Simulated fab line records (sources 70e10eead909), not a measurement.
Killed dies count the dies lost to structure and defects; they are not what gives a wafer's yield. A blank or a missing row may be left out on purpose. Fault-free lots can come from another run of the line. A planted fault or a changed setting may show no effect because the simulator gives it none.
A struck lot beside a sound one | flow nand-harc | 16 out of 1159 route steps
Sound: the wafers L589.2, L589.4, L589.6. Struck: wafer L596.3 (left out: L596.4, L596.5 of the same lot, which were not struck); the cause appears at the end.
At each step with rows: each side's tool, then ch and its chambers, then its first start. Under that, the readings that differ: sound wafers | struck wafers | difference of the means | sigmas: that difference in standard deviations of wafers without a fault.
alike: same words and numbers on both sides, and readings whose means sit less than 2 such deviations apart. not compared: any withheld reading, any reading some wafer has no value for, any bound like >300 that may hide the same value, and any number with overlapping values for which the record gives no deviation.
The two part at a step that has a row with sigmas, a row that says differs or no value, or rows on one side only. When numbers do not overlap yet have no deviation, they are printed without sigmas and do not part them. A reading missing from all wafers of one side parts the sides only when that side holds two or more wafers.

first, 1 step without rows for these wafers: NHARC_P_M2_ETCH_35 (etches the open film in N2/H2, target depth 40 nm, overetch 12 nm, time 43.94 s).
NHARC_P_M2_ETCH_15: etches the open film in C4F8/Ar, target depth 182.5 nm, time 91.2 s.
  sound: rie-diel-02 ch 2,3; struck: rie-diel-07 ch 0
  alike: oes-product-au, rf-vpp-V
  not compared: rf-hours-counter-h
NHARC_P_M2_CD_MEAS_16:
  sound: cd-sem-03 at day 7 03:32; struck: cd-sem-01 at day 9 15:48
  reading    | sound             | struck | difference | sigmas
  cd-nm (nm) | 169.0 169.2 169.3 | 171.0  | +1.8       | +3
NHARC_P_M2_STRIP_18: strips in N2/H2.
  sound on rie-diel-07 ch 0,1,3, day 7 03:37; struck on rie-diel-07 ch 3, day 9 15:52
  alike: drypump-motor-current-A, oes-product-au, rf-vpp-V, showerhead-plenum-p-Torr, throttle-valve-pct
  not compared: rf-hours-counter-h
NHARC_P_M2_ETCH_28: etches the open film in CF4/N2, target depth 30 nm, time 72.99 s.
  sound: rie-diel-07 ch 0,2; struck: rie-diel-07 ch 3
  alike: drypump-motor-current-A, oes-product-au, rf-vpp-V, showerhead-plenum-p-Torr, throttle-valve-pct
  not compared: rf-hours-counter-h
then, 4 steps without rows for these wafers: NHARC_P_M2_STRIP_19 (strips in post etch residue remover, time 600 s); NHARC_P_M2_DEGAS_29 (time 60 s); NHARC_P_M2_PRE_CLEAN_30 (time 30 s); NHARC_P_M2_PVD_20 (deposits TaN, target thk 5 nm, time 8.06 s).
NHARC_P_M2_PVD_21: deposits Cu, target thk 30 nm, time 20.49 s.
  sound on pvd-sputter-01; struck on pvd-sputter-01
  alike: throttle-valve-pct
then, 1 step without rows for these wafers: NHARC_P_M2_ECD_22 (material Cu, target thk 400 nm).
NHARC_P_M2_ANNEAL_31: time 90 s.
  sound on rtp-anneal-02 ch 0, day 7 05:08; struck on rtp-anneal-02 ch 0, day 9 17:23
  alike: anneal-temp-c, wafer_temp_C_max
NHARC_P_M2_CMP_23: polishes, t overpolish 20 s, target thk 144.3 nm.
  sound on cmp-02 ch 1,2,3, day 7 05:29; struck on cmp-01 ch 2, day 9 17:38
  reading                | sound          | struck | difference | sigmas
  time-to-endpoint-s (s) | 24.8 28.0 29.5 | 16.6   | -10.8      | -4
  alike: motor-current-A
NHARC_P_M2_THK_MEAS_24: measures by xrf.
  sound: film-metro-01 at day 7 05:44; struck: film-metro-01 at day 9 17:57
  reading     | sound             | struck | difference | sigmas
  thk-nm (nm) | 141.2 143.0 145.8 | 137.9  | -5.4       | -4
following that, these wafers have no rows for 1 step: NHARC_P_M2_SRD_25.
NHARC_END_SORT_01:
  the record has rows for the sound wafers here (prober-01 ch 0, day 20 20:46) and none for the struck ones

## WHERE THEY PART
At NHARC_P_M2_CD_MEAS_16 first; at NHARC_END_SORT_01 last (within this record only).

WHY: the cause the simulator had injected
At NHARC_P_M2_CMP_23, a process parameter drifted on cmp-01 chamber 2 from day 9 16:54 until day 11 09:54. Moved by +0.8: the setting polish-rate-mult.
